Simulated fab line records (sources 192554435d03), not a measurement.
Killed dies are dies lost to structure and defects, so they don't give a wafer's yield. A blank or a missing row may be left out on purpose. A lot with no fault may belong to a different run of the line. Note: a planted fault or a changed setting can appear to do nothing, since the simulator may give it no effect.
What tool caused it? -- flow n5-finfet -- 30 wafers from 10 lots sampled at 2 of the route's 1938 steps

## WHAT EACH GAUGE READ, for each wafer
N5_MIM_BOT_LITHO_OVL_MEAS_11. Usual: MIM_BOT_OVL gives 2 nm (standard deviation 5.3).
lot,measured,on,MIM_BOT_OVL (nm),flag
L763,day 11 18:20,overlay-02,5 6 6,
L764,day 12 13:42,overlay-01,7 8 1,
L767,day 12 21:00,overlay-02,10 6 3,
L773,day 15 02:35,overlay-02,-1 8 0,
L777,day 15 03:06,overlay-01,1 7 2,
L774,day 15 03:49,overlay-01,9 2 1,
L775,day 15 09:50,overlay-02,0 -1 2,
L779,day 16 05:43,overlay-01,-2 4 -5,
L782,day 16 12:58,overlay-02,-5 0 3,
L786,day 17 07:50,overlay-01,5 1 -1,

## WHICH TOOL RAN EACH LOT (tool, then ch and the chambers of the sampled wafers, then the start)
lot,N5_MIM_TOP_ETCH_PECVD_03
L763,"pecvd-04 ch 0,2, day 11 17:58"
L764,"pecvd-04 ch 0,1, day 12 13:19"
L767,"pecvd-02 ch 0,1,2, day 12 20:29"
L773,"pecvd-02 ch 0,1,2, day 15 02:04"
L777,"pecvd-01 ch 0,2, day 15 02:43"
L774,"pecvd-01 ch 0,2, day 15 03:24"
L775,"pecvd-02 ch 0,1,2, day 15 09:26"
L779,"pecvd-01 ch 0,1,2, day 16 05:14"
L782,"pecvd-04 ch 0,1, day 16 12:28"
L786,"pecvd-01 ch 0,1, day 17 07:27"
- N5_MIM_TOP_ETCH_PECVD_03: deposits SiNx from SiH4/NH3/N2, target thk 20 nm, time 17.6 s.

## WHAT THE TOOLS THEMSELVES READ (means of the sampled wafers that have a number; where no wafer has one, the mark that the record gives instead)
N5_MIM_TOP_ETCH_PECVD_03. Usual: heater-power-w 718 W, standard deviation 67; showerhead-plenum-p-Torr 5.16 Torr, standard deviation 0.095; throttle-valve-pct 39.7 %, standard deviation 3.
lot,tool,heater-power-w (W),showerhead-plenum-p-Torr (Torr),throttle-valve-pct (%),flag
L763,pecvd-04,640,5.13,39.1,
L764,pecvd-04,752,5.12,38.2,
L767,pecvd-02,722,5.16,40.2,
L773,pecvd-02,727,5.16,40.3,
L777,pecvd-01,729,5.20,38.3,
L774,pecvd-01,804,5.10,37.5,
L775,pecvd-02,706,5.16,40.3,
L779,pecvd-01,822,5.17,39.7,
L782,pecvd-04,709,5.12,38.3,
L786,pecvd-01,742,5.24,41.9,

## THE ANSWER, worked out from the rows above alone
Rule: a lot counts as off when the mean over its wafers that have a number is more than 3 standard deviations away from the usual mean. Also off: a lot with no number at a reading for which 4 or more lots have one. The other lots that the step has rows for count as sound. Order of review: gauges by route order, followed by the tools' own readings, for which a lot's mean as printed above is used. The first step at which some lot is off is used, and at that step the reading that is off furthest; a lot without a number counts as furthest.
No lot is off on any of the readings shown, so nothing can be concluded from this.

## WHAT THE SIMULATOR HAD INSERTED
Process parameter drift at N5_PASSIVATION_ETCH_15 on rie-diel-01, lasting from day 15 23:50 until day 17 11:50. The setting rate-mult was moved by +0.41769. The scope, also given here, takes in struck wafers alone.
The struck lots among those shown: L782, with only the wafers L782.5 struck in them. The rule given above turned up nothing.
